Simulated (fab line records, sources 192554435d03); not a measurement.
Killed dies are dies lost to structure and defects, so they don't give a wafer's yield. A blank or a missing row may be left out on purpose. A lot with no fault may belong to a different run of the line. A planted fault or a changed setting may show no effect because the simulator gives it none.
What tool caused it? || flow n5_finfet || 20 lots, 60 wafers sampled, at 4 steps of a route of 1938

WHAT THE GAUGES SHOWED, per wafer
N5_BEOL_M8_CD_MEAS_28: the cd target is 40 nm.
{"lot": "L074", "measured": "day 9 05:34", "on": "cd_sem-02", "cd_nm (nm)": "40.01 39.73 40.23"}
{"lot": "L075", "measured": "day 9 13:29", "on": "cd_sem-02", "cd_nm (nm)": "39.97 40.04 39.93"}
{"lot": "L076", "measured": "day 10 09:05", "on": "cd_sem-01", "cd_nm (nm)": "40.02 40.32 40.11"}
{"lot": "L078", "measured": "day 11 02:55", "on": "cd_sem-01", "cd_nm (nm)": "39.86 40.20 40.24"}
{"lot": "L082", "measured": "day 11 04:32", "on": "cd_sem-03", "cd_nm (nm)": "40.18 39.97 39.56"}
{"lot": "L083", "measured": "day 11 07:13", "on": "cd_sem-02", "cd_nm (nm)": "40.27 40.31 40.07"}
{"lot": "L081", "measured": "day 11 13:47", "on": "cd_sem-03", "cd_nm (nm)": "40.06 39.85 39.90"}
{"lot": "L084", "measured": "day 12 08:46", "on": "cd_sem-01", "cd_nm (nm)": "40.22 40.05 39.64"}
{"lot": "L085", "measured": "day 12 15:11", "on": "cd_sem-02", "cd_nm (nm)": "40.13 40.09 40.02"}
{"lot": "L086", "measured": "day 13 01:33", "on": "cd_sem-02", "cd_nm (nm)": "40.01 40.14 39.84"}
{"lot": "L088", "measured": "day 13 03:52", "on": "cd_sem-01", "cd_nm (nm)": "39.52 39.81 39.98"}
{"lot": "L087", "measured": "day 13 09:46", "on": "cd_sem-01", "cd_nm (nm)": "40.13 39.65 40.11"}
{"lot": "L090", "measured": "day 14 00:55", "on": "cd_sem-02", "cd_nm (nm)": "40.49 40.55 40.14"}
{"lot": "L091", "measured": "day 14 05:13", "on": "cd_sem-01", "cd_nm (nm)": "40.25 40.10 39.89"}
{"lot": "L092", "measured": "day 14 05:35", "on": "cd_sem-01", "cd_nm (nm)": "40.12 40.11 40.36"}
{"lot": "L093", "measured": "day 14 10:56", "on": "cd_sem-03", "cd_nm (nm)": "40.35 39.86 40.00"}
{"lot": "L094", "measured": "day 14 20:27", "on": "cd_sem-03", "cd_nm (nm)": "39.91 40.08 39.81"}
{"lot": "L095", "measured": "day 15 01:46", "on": "cd_sem-02", "cd_nm (nm)": "40.27 39.93 40.30"}
{"lot": "L096", "measured": "day 15 12:20", "on": "cd_sem-01", "cd_nm (nm)": "39.79 39.95 39.78"}
{"lot": "L097", "measured": "day 15 17:37", "on": "cd_sem-03", "cd_nm (nm)": "40.00 39.84 39.84"}

TOOL THAT RAN EACH LOT (tool first, then ch and the chambers of the sampled wafers, then the start)
{"lot": "L074", "N5_BEOL_M8_DESCUM_16": "rie_diel-03 ch 0,1,2, day 9 02:04", "N5_BEOL_M8_ETCH_61": "rie_diel-03 ch 0,1,2, day 9 02:06", "N5_BEOL_M8_ETCH_62": "rie_diel-03 ch 0,1,2, day 9 02:09"}
{"lot": "L075", "N5_BEOL_M8_DESCUM_16": "rie_diel-02 ch 0,1, day 9 12:43", "N5_BEOL_M8_ETCH_61": "rie_diel-02 ch 0,1, day 9 12:46", "N5_BEOL_M8_ETCH_62": "rie_diel-02 ch 0,1, day 9 12:49"}
{"lot": "L076", "N5_BEOL_M8_DESCUM_16": "rie_diel-03 ch 0,2, day 10 05:50", "N5_BEOL_M8_ETCH_61": "rie_diel-03 ch 0,2, day 10 05:52", "N5_BEOL_M8_ETCH_62": "rie_diel-03 ch 0,2, day 10 05:56"}
{"lot": "L078", "N5_BEOL_M8_DESCUM_16": "rie_diel-03 ch 1,2,3, day 11 02:10", "N5_BEOL_M8_ETCH_61": "rie_diel-03 ch 1,2,3, day 11 02:11", "N5_BEOL_M8_ETCH_62": "rie_diel-03 ch 1,2,3, day 11 02:15"}
{"lot": "L082", "N5_BEOL_M8_DESCUM_16": "rie_diel-03 ch 0,3, day 11 03:04", "N5_BEOL_M8_ETCH_61": "rie_diel-03 ch 0,3, day 11 03:06", "N5_BEOL_M8_ETCH_62": "rie_diel-03 ch 0,3, day 11 03:10"}
{"lot": "L083", "N5_BEOL_M8_DESCUM_16": "rie_diel-03 ch 0,3, day 11 05:47", "N5_BEOL_M8_ETCH_61": "rie_diel-03 ch 0,3, day 11 05:49", "N5_BEOL_M8_ETCH_62": "rie_diel-03 ch 0,3, day 11 05:52"}
{"lot": "L081", "N5_BEOL_M8_DESCUM_16": "rie_diel-04 ch 2,3, day 11 13:01", "N5_BEOL_M8_ETCH_61": "rie_diel-04 ch 2,3, day 11 13:03", "N5_BEOL_M8_ETCH_62": "rie_diel-04 ch 2,3, day 11 13:06"}
{"lot": "L084", "N5_BEOL_M8_DESCUM_16": "rie_diel-04 ch 1,2,3, day 12 07:52", "N5_BEOL_M8_ETCH_61": "rie_diel-04 ch 1,2,3, day 12 07:54", "N5_BEOL_M8_ETCH_62": "rie_diel-04 ch 1,2,3, day 12 07:58"}
{"lot": "L085", "N5_BEOL_M8_DESCUM_16": "rie_diel-03 ch 0,3, day 12 13:06", "N5_BEOL_M8_ETCH_61": "rie_diel-03 ch 0,3, day 12 13:08", "N5_BEOL_M8_ETCH_62": "rie_diel-03 ch 0,3, day 12 13:11"}
{"lot": "L086", "N5_BEOL_M8_DESCUM_16": "rie_diel-03 ch 0,2,3, day 12 21:07", "N5_BEOL_M8_ETCH_61": "rie_diel-03 ch 0,2,3, day 12 21:09", "N5_BEOL_M8_ETCH_62": "rie_diel-03 ch 0,2,3, day 12 21:13"}
{"lot": "L088", "N5_BEOL_M8_DESCUM_16": "rie_diel-04 ch 1,2,3, day 13 02:47", "N5_BEOL_M8_ETCH_61": "rie_diel-04 ch 1,2,3, day 13 02:49", "N5_BEOL_M8_ETCH_62": "rie_diel-04 ch 1,2,3, day 13 02:52"}
{"lot": "L087", "N5_BEOL_M8_DESCUM_16": "rie_diel-02 ch 1,2, day 13 06:24", "N5_BEOL_M8_ETCH_61": "rie_diel-02 ch 1,2, day 13 06:26", "N5_BEOL_M8_ETCH_62": "rie_diel-02 ch 1,2, day 13 06:29"}
{"lot": "L090", "N5_BEOL_M8_DESCUM_16": "rie_diel-04 ch 0,1,2, day 13 22:42", "N5_BEOL_M8_ETCH_61": "rie_diel-04 ch 0,1,2, day 13 22:44", "N5_BEOL_M8_ETCH_62": "rie_diel-04 ch 0,1,2, day 13 22:47"}
{"lot": "L091", "N5_BEOL_M8_DESCUM_16": "rie_diel-04 ch 0,1, day 14 02:58", "N5_BEOL_M8_ETCH_61": "rie_diel-04 ch 0,1, day 14 03:00", "N5_BEOL_M8_ETCH_62": "rie_diel-04 ch 0,1, day 14 03:04"}
{"lot": "L092", "N5_BEOL_M8_DESCUM_16": "rie_diel-02 ch 2,3, day 14 03:00", "N5_BEOL_M8_ETCH_61": "rie_diel-02 ch 2,3, day 14 03:02", "N5_BEOL_M8_ETCH_62": "rie_diel-02 ch 2,3, day 14 03:05"}
{"lot": "L093", "N5_BEOL_M8_DESCUM_16": "rie_diel-03 ch 0,1, day 14 07:25", "N5_BEOL_M8_ETCH_61": "rie_diel-03 ch 0,1, day 14 07:28", "N5_BEOL_M8_ETCH_62": "rie_diel-03 ch 0,1, day 14 07:31"}
{"lot": "L094", "N5_BEOL_M8_DESCUM_16": "rie_diel-02 ch 0,2, day 14 19:17", "N5_BEOL_M8_ETCH_61": "rie_diel-02 ch 0,2, day 14 19:20", "N5_BEOL_M8_ETCH_62": "rie_diel-02 ch 0,2, day 14 19:23"}
{"lot": "L095", "N5_BEOL_M8_DESCUM_16": "rie_diel-02 ch 0,1,3, day 15 00:49", "N5_BEOL_M8_ETCH_61": "rie_diel-02 ch 0,1,3, day 15 00:52", "N5_BEOL_M8_ETCH_62": "rie_diel-02 ch 0,1,3, day 15 00:55"}
{"lot": "L096", "N5_BEOL_M8_DESCUM_16": "rie_diel-03 ch 0,1, day 15 10:13", "N5_BEOL_M8_ETCH_61": "rie_diel-03 ch 0,1, day 15 10:15", "N5_BEOL_M8_ETCH_62": "rie_diel-03 ch 0,1, day 15 10:18"}
{"lot": "L097", "N5_BEOL_M8_DESCUM_16": "rie_diel-03 ch 1,2,3, day 15 15:17", "N5_BEOL_M8_ETCH_61": "rie_diel-03 ch 1,2,3, day 15 15:19", "N5_BEOL_M8_ETCH_62": "rie_diel-03 ch 1,2,3, day 15 15:22"}
- N5_BEOL_M8_DESCUM_16: chemistry O2, time 7.9 s.
- N5_BEOL_M8_ETCH_61: etches SiARC in CF4, target depth 45.5 nm, time 75.8 s.
- N5_BEOL_M8_ETCH_62: etches SOC in N2/H2, target depth 110 nm, overetch 22 nm, time 165 s.

WHAT THE TOOLS THEMSELVES READ (means of the sampled wafers that have a number; where no wafer has one, the mark that the record gives instead)
N5_BEOL_M8_DESCUM_16.
{"lot": "L074", "tool": "rie_diel-03", "drypump_motor_current_A (A)": 5.4, "oes_product_au (a.u.)": 0.78, "rf_vpp_V (V)": 242.8, "showerhead_plenum_p_Torr (Torr)": 2.09, "throttle_valve_pct (%)": 20.22}
{"lot": "L075", "tool": "rie_diel-02", "drypump_motor_current_A (A)": 5.6, "oes_product_au (a.u.)": 0.71, "rf_vpp_V (V)": 242.6, "showerhead_plenum_p_Torr (Torr)": 2.05, "throttle_valve_pct (%)": 20.38}
{"lot": "L076", "tool": "rie_diel-03", "drypump_motor_current_A (A)": 5.5, "oes_product_au (a.u.)": 0.76, "rf_vpp_V (V)": 243.2, "showerhead_plenum_p_Torr (Torr)": 2.09, "throttle_valve_pct (%)": 20.24}
{"lot": "L078", "tool": "rie_diel-03", "drypump_motor_current_A (A)": 5.5, "oes_product_au (a.u.)": 0.84, "rf_vpp_V (V)": 244.8, "showerhead_plenum_p_Torr (Torr)": 2.15, "throttle_valve_pct (%)": 20.26}
{"lot": "L082", "tool": "rie_diel-03", "drypump_motor_current_A (A)": 5.6, "oes_product_au (a.u.)": 0.79, "rf_vpp_V (V)": 243.7, "showerhead_plenum_p_Torr (Torr)": 2.12, "throttle_valve_pct (%)": 20.28}
{"lot": "L083", "tool": "rie_diel-03", "drypump_motor_current_A (A)": 5.7, "oes_product_au (a.u.)": 0.85, "rf_vpp_V (V)": 245.5, "showerhead_plenum_p_Torr (Torr)": 2.17, "throttle_valve_pct (%)": 20.28}
{"lot": "L081", "tool": "rie_diel-04", "drypump_motor_current_A (A)": 5.9, "oes_product_au (a.u.)": 0.97, "rf_vpp_V (V)": 243.8, "showerhead_plenum_p_Torr (Torr)": 2.19, "throttle_valve_pct (%)": 20.27}
{"lot": "L084", "tool": "rie_diel-04", "drypump_motor_current_A (A)": 6.1, "oes_product_au (a.u.)": 0.90, "rf_vpp_V (V)": 243.2, "showerhead_plenum_p_Torr (Torr)": 2.13, "throttle_valve_pct (%)": 20.29}
{"lot": "L085", "tool": "rie_diel-03", "drypump_motor_current_A (A)": 5.7, "oes_product_au (a.u.)": 0.83, "rf_vpp_V (V)": 244.0, "showerhead_plenum_p_Torr (Torr)": 2.17, "throttle_valve_pct (%)": 20.30}
{"lot": "L086", "tool": "rie_diel-03", "drypump_motor_current_A (A)": 5.6, "oes_product_au (a.u.)": 0.78, "rf_vpp_V (V)": 242.9, "showerhead_plenum_p_Torr (Torr)": 2.12, "throttle_valve_pct (%)": 20.28}
{"lot": "L088", "tool": "rie_diel-04", "drypump_motor_current_A (A)": 6.1, "oes_product_au (a.u.)": 0.89, "rf_vpp_V (V)": 244.2, "showerhead_plenum_p_Torr (Torr)": 2.13, "throttle_valve_pct (%)": 20.29}
{"lot": "L087", "tool": "rie_diel-02", "drypump_motor_current_A (A)": 5.9, "oes_product_au (a.u.)": 0.97, "rf_vpp_V (V)": 244.2, "showerhead_plenum_p_Torr (Torr)": 2.14, "throttle_valve_pct (%)": 20.14}
{"lot": "L090", "tool": "rie_diel-04", "drypump_motor_current_A (A)": 6.2, "oes_product_au (a.u.)": 0.88, "rf_vpp_V (V)": 244.8, "showerhead_plenum_p_Torr (Torr)": 2.16, "throttle_valve_pct (%)": 20.30}
{"lot": "L091", "tool": "rie_diel-04", "drypump_motor_current_A (A)": 6.6, "oes_product_au (a.u.)": 0.86, "rf_vpp_V (V)": 244.5, "showerhead_plenum_p_Torr (Torr)": 2.16, "throttle_valve_pct (%)": 20.40}
{"lot": "L092", "tool": "rie_diel-02", "drypump_motor_current_A (A)": 5.5, "oes_product_au (a.u.)": 0.77, "rf_vpp_V (V)": 243.0, "showerhead_plenum_p_Torr (Torr)": 2.10, "throttle_valve_pct (%)": 20.50}
{"lot": "L093", "tool": "rie_diel-03", "drypump_motor_current_A (A)": 5.4, "oes_product_au (a.u.)": 0.76, "rf_vpp_V (V)": 243.6, "showerhead_plenum_p_Torr (Torr)": 2.09, "throttle_valve_pct (%)": 20.29}
{"lot": "L094", "tool": "rie_diel-02", "drypump_motor_current_A (A)": 5.3, "oes_product_au (a.u.)": 0.94, "rf_vpp_V (V)": 244.5, "showerhead_plenum_p_Torr (Torr)": 2.22, "throttle_valve_pct (%)": 20.24}
{"lot": "L095", "tool": "rie_diel-02", "drypump_motor_current_A (A)": 5.7, "oes_product_au (a.u.)": 0.85, "rf_vpp_V (V)": 244.2, "showerhead_plenum_p_Torr (Torr)": 2.15, "throttle_valve_pct (%)": 20.19}
{"lot": "L096", "tool": "rie_diel-03", "drypump_motor_current_A (A)": 5.4, "oes_product_au (a.u.)": 0.75, "rf_vpp_V (V)": 243.0, "showerhead_plenum_p_Torr (Torr)": 2.08, "throttle_valve_pct (%)": 20.29}
{"lot": "L097", "tool": "rie_diel-03", "drypump_motor_current_A (A)": 5.5, "oes_product_au (a.u.)": 0.79, "rf_vpp_V (V)": 243.2, "showerhead_plenum_p_Torr (Torr)": 2.13, "throttle_valve_pct (%)": 20.31}

N5_BEOL_M8_ETCH_61.
{"lot": "L074", "tool": "rie_diel-03", "drypump_motor_current_A (A)": 5.4, "etch_rf_on_time_s (s)": 75.2, "oes_product_au (a.u.)": 0.67, "rf_vpp_V (V)": 183.7, "showerhead_plenum_p_Torr (Torr)": 2.14, "throttle_valve_pct (%)": 15.42}
{"lot": "L075", "tool": "rie_diel-02", "drypump_motor_current_A (A)": 5.6, "etch_rf_on_time_s (s)": 77.4, "oes_product_au (a.u.)": 0.60, "rf_vpp_V (V)": 184.1, "showerhead_plenum_p_Torr (Torr)": 2.09, "throttle_valve_pct (%)": 15.57}
{"lot": "L076", "tool": "rie_diel-03", "drypump_motor_current_A (A)": 5.5, "etch_rf_on_time_s (s)": 75.6, "oes_product_au (a.u.)": 0.65, "rf_vpp_V (V)": 184.1, "showerhead_plenum_p_Torr (Torr)": 2.13, "throttle_valve_pct (%)": 15.44}
{"lot": "L078", "tool": "rie_diel-03", "drypump_motor_current_A (A)": 5.5, "etch_rf_on_time_s (s)": 75.7, "oes_product_au (a.u.)": 0.72, "rf_vpp_V (V)": 184.0, "showerhead_plenum_p_Torr (Torr)": 2.19, "throttle_valve_pct (%)": 15.43}
{"lot": "L082", "tool": "rie_diel-03", "drypump_motor_current_A (A)": 5.6, "etch_rf_on_time_s (s)": 74.4, "oes_product_au (a.u.)": 0.67, "rf_vpp_V (V)": 183.9, "showerhead_plenum_p_Torr (Torr)": 2.17, "throttle_valve_pct (%)": 15.49}
{"lot": "L083", "tool": "rie_diel-03", "drypump_motor_current_A (A)": 5.7, "etch_rf_on_time_s (s)": 74.8, "oes_product_au (a.u.)": 0.73, "rf_vpp_V (V)": 184.9, "showerhead_plenum_p_Torr (Torr)": 2.22, "throttle_valve_pct (%)": 15.46}
{"lot": "L081", "tool": "rie_diel-04", "drypump_motor_current_A (A)": 5.9, "etch_rf_on_time_s (s)": 77.2, "oes_product_au (a.u.)": 0.80, "rf_vpp_V (V)": 184.3, "showerhead_plenum_p_Torr (Torr)": 2.24, "throttle_valve_pct (%)": 15.45}
{"lot": "L084", "tool": "rie_diel-04", "drypump_motor_current_A (A)": 6.1, "etch_rf_on_time_s (s)": 76.0, "oes_product_au (a.u.)": 0.77, "rf_vpp_V (V)": 184.8, "showerhead_plenum_p_Torr (Torr)": 2.18, "throttle_valve_pct (%)": 15.41}
{"lot": "L085", "tool": "rie_diel-03", "drypump_motor_current_A (A)": 5.7, "etch_rf_on_time_s (s)": 74.3, "oes_product_au (a.u.)": 0.72, "rf_vpp_V (V)": 184.1, "showerhead_plenum_p_Torr (Torr)": 2.21, "throttle_valve_pct (%)": 15.49}
{"lot": "L086", "tool": "rie_diel-03", "drypump_motor_current_A (A)": 5.6, "etch_rf_on_time_s (s)": 75.0, "oes_product_au (a.u.)": 0.67, "rf_vpp_V (V)": 185.0, "showerhead_plenum_p_Torr (Torr)": 2.17, "throttle_valve_pct (%)": 15.49}
{"lot": "L088", "tool": "rie_diel-04", "drypump_motor_current_A (A)": 6.1, "etch_rf_on_time_s (s)": 75.0, "oes_product_au (a.u.)": 0.76, "rf_vpp_V (V)": 185.0, "showerhead_plenum_p_Torr (Torr)": 2.18, "throttle_valve_pct (%)": 15.42}
{"lot": "L087", "tool": "rie_diel-02", "drypump_motor_current_A (A)": 5.9, "etch_rf_on_time_s (s)": 77.4, "oes_product_au (a.u.)": 0.81, "rf_vpp_V (V)": 185.0, "showerhead_plenum_p_Torr (Torr)": 2.19, "throttle_valve_pct (%)": 15.30}
{"lot": "L090", "tool": "rie_diel-04", "drypump_motor_current_A (A)": 6.2, "etch_rf_on_time_s (s)": 75.8, "oes_product_au (a.u.)": 0.74, "rf_vpp_V (V)": 185.2, "showerhead_plenum_p_Torr (Torr)": 2.21, "throttle_valve_pct (%)": 15.40}
{"lot": "L091", "tool": "rie_diel-04", "drypump_motor_current_A (A)": 6.6, "etch_rf_on_time_s (s)": 74.0, "oes_product_au (a.u.)": 0.73, "rf_vpp_V (V)": 185.2, "showerhead_plenum_p_Torr (Torr)": 2.20, "throttle_valve_pct (%)": 15.47}
{"lot": "L092", "tool": "rie_diel-02", "drypump_motor_current_A (A)": 5.5, "etch_rf_on_time_s (s)": 73.7, "oes_product_au (a.u.)": 0.67, "rf_vpp_V (V)": 184.5, "showerhead_plenum_p_Torr (Torr)": 2.13, "throttle_valve_pct (%)": 15.63}
{"lot": "L093", "tool": "rie_diel-03", "drypump_motor_current_A (A)": 5.4, "etch_rf_on_time_s (s)": 76.2, "oes_product_au (a.u.)": 0.64, "rf_vpp_V (V)": 185.0, "showerhead_plenum_p_Torr (Torr)": 2.14, "throttle_valve_pct (%)": 15.50}
{"lot": "L094", "tool": "rie_diel-02", "drypump_motor_current_A (A)": 5.3, "etch_rf_on_time_s (s)": 77.9, "oes_product_au (a.u.)": 0.79, "rf_vpp_V (V)": 185.4, "showerhead_plenum_p_Torr (Torr)": 2.25, "throttle_valve_pct (%)": 15.27}
{"lot": "L095", "tool": "rie_diel-02", "drypump_motor_current_A (A)": 5.7, "etch_rf_on_time_s (s)": 76.9, "oes_product_au (a.u.)": 0.72, "rf_vpp_V (V)": 185.3, "showerhead_plenum_p_Torr (Torr)": 2.19, "throttle_valve_pct (%)": 15.35}
{"lot": "L096", "tool": "rie_diel-03", "drypump_motor_current_A (A)": 5.4, "etch_rf_on_time_s (s)": 75.0, "oes_product_au (a.u.)": 0.65, "rf_vpp_V (V)": 184.2, "showerhead_plenum_p_Torr (Torr)": 2.14, "throttle_valve_pct (%)": 15.52}
{"lot": "L097", "tool": "rie_diel-03", "drypump_motor_current_A (A)": 5.5, "etch_rf_on_time_s (s)": 75.5, "oes_product_au (a.u.)": 0.68, "rf_vpp_V (V)": 184.8, "showerhead_plenum_p_Torr (Torr)": 2.18, "throttle_valve_pct (%)": 15.49}

N5_BEOL_M8_ETCH_62.
{"lot": "L074", "tool": "rie_diel-03", "drypump_motor_current_A (A)": 5.5, "oes_product_au (a.u.)": 0.66, "rf_vpp_V (V)": 524.3, "showerhead_plenum_p_Torr (Torr)": 2.55, "throttle_valve_pct (%)": 17.69}
{"lot": "L075", "tool": "rie_diel-02", "drypump_motor_current_A (A)": 5.6, "oes_product_au (a.u.)": 0.60, "rf_vpp_V (V)": 521.8, "showerhead_plenum_p_Torr (Torr)": 2.48, "throttle_valve_pct (%)": 17.68}
{"lot": "L076", "tool": "rie_diel-03", "drypump_motor_current_A (A)": 5.5, "oes_product_au (a.u.)": 0.65, "rf_vpp_V (V)": 524.1, "showerhead_plenum_p_Torr (Torr)": 2.54, "throttle_valve_pct (%)": 17.68}
{"lot": "L078", "tool": "rie_diel-03", "drypump_motor_current_A (A)": 5.5, "oes_product_au (a.u.)": 0.71, "rf_vpp_V (V)": 525.3, "showerhead_plenum_p_Torr (Torr)": 2.60, "throttle_valve_pct (%)": 17.59}
{"lot": "L082", "tool": "rie_diel-03", "drypump_motor_current_A (A)": 5.6, "oes_product_au (a.u.)": 0.67, "rf_vpp_V (V)": 524.9, "showerhead_plenum_p_Torr (Torr)": 2.58, "throttle_valve_pct (%)": 17.85}
{"lot": "L083", "tool": "rie_diel-03", "drypump_motor_current_A (A)": 5.7, "oes_product_au (a.u.)": 0.72, "rf_vpp_V (V)": 526.4, "showerhead_plenum_p_Torr (Torr)": 2.64, "throttle_valve_pct (%)": 17.71}
{"lot": "L081", "tool": "rie_diel-04", "drypump_motor_current_A (A)": 5.9, "oes_product_au (a.u.)": 0.80, "rf_vpp_V (V)": 526.8, "showerhead_plenum_p_Torr (Torr)": 2.67, "throttle_valve_pct (%)": 17.63}
{"lot": "L084", "tool": "rie_diel-04", "drypump_motor_current_A (A)": 6.1, "oes_product_au (a.u.)": 0.76, "rf_vpp_V (V)": 525.0, "showerhead_plenum_p_Torr (Torr)": 2.59, "throttle_valve_pct (%)": 17.61}
{"lot": "L085", "tool": "rie_diel-03", "drypump_motor_current_A (A)": 5.7, "oes_product_au (a.u.)": 0.71, "rf_vpp_V (V)": 526.5, "showerhead_plenum_p_Torr (Torr)": 2.64, "throttle_valve_pct (%)": 17.73}
{"lot": "L086", "tool": "rie_diel-03", "drypump_motor_current_A (A)": 5.6, "oes_product_au (a.u.)": 0.66, "rf_vpp_V (V)": 524.3, "showerhead_plenum_p_Torr (Torr)": 2.58, "throttle_valve_pct (%)": 17.73}
{"lot": "L088", "tool": "rie_diel-04", "drypump_motor_current_A (A)": 6.1, "oes_product_au (a.u.)": 0.75, "rf_vpp_V (V)": 524.9, "showerhead_plenum_p_Torr (Torr)": 2.59, "throttle_valve_pct (%)": 17.62}
{"lot": "L087", "tool": "rie_diel-02", "drypump_motor_current_A (A)": 5.9, "oes_product_au (a.u.)": 0.82, "rf_vpp_V (V)": 525.4, "showerhead_plenum_p_Torr (Torr)": 2.62, "throttle_valve_pct (%)": 17.67}
{"lot": "L090", "tool": "rie_diel-04", "drypump_motor_current_A (A)": 6.2, "oes_product_au (a.u.)": 0.75, "rf_vpp_V (V)": 527.2, "showerhead_plenum_p_Torr (Torr)": 2.63, "throttle_valve_pct (%)": 17.63}
{"lot": "L091", "tool": "rie_diel-04", "drypump_motor_current_A (A)": 6.6, "oes_product_au (a.u.)": 0.72, "rf_vpp_V (V)": 526.2, "showerhead_plenum_p_Torr (Torr)": 2.63, "throttle_valve_pct (%)": 17.75}
{"lot": "L092", "tool": "rie_diel-02", "drypump_motor_current_A (A)": 5.5, "oes_product_au (a.u.)": 0.65, "rf_vpp_V (V)": 524.2, "showerhead_plenum_p_Torr (Torr)": 2.55, "throttle_valve_pct (%)": 17.95}
{"lot": "L093", "tool": "rie_diel-03", "drypump_motor_current_A (A)": 5.4, "oes_product_au (a.u.)": 0.64, "rf_vpp_V (V)": 523.6, "showerhead_plenum_p_Torr (Torr)": 2.55, "throttle_valve_pct (%)": 17.75}
{"lot": "L094", "tool": "rie_diel-02", "drypump_motor_current_A (A)": 5.3, "oes_product_au (a.u.)": 0.79, "rf_vpp_V (V)": 526.8, "showerhead_plenum_p_Torr (Torr)": 2.67, "throttle_valve_pct (%)": 17.48}
{"lot": "L095", "tool": "rie_diel-02", "drypump_motor_current_A (A)": 5.7, "oes_product_au (a.u.)": 0.72, "rf_vpp_V (V)": 526.1, "showerhead_plenum_p_Torr (Torr)": 2.60, "throttle_valve_pct (%)": 17.55}
{"lot": "L096", "tool": "rie_diel-03", "drypump_motor_current_A (A)": 5.4, "oes_product_au (a.u.)": 0.63, "rf_vpp_V (V)": 522.9, "showerhead_plenum_p_Torr (Torr)": 2.55, "throttle_valve_pct (%)": 17.75}
{"lot": "L097", "tool": "rie_diel-03", "drypump_motor_current_A (A)": 5.5, "oes_product_au (a.u.)": 0.67, "rf_vpp_V (V)": 525.6, "showerhead_plenum_p_Torr (Torr)": 2.59, "throttle_valve_pct (%)": 17.65}

THE ANSWER, worked out from the rows above alone
Rule: the lots themselves supply what counts as usual. The widest of any qualifying gaps counts: lots, ordered by their means at a reading, are off when they make up no more than a third of the lots, leave a main group of 4 or more, and stand apart from it by 3 or more times the standard deviation of that group's means. The tables above print the reading to a certain number of digits; a main group whose means all agree to those digits is not used. Also off: a lot with no number at a reading for which 4 or more lots have one. Any other lot the step has rows for is counted as sound. The gauges are gone through in route order, then the tools' own readings, and for those a lot's mean is taken as printed above. The first step at which some lot is off is used, and at that step the reading that is off furthest; a lot without a number counts as furthest.
No lot is off on any of the readings shown, so nothing can be concluded from this.

WHAT THE SIMULATOR PUT IN
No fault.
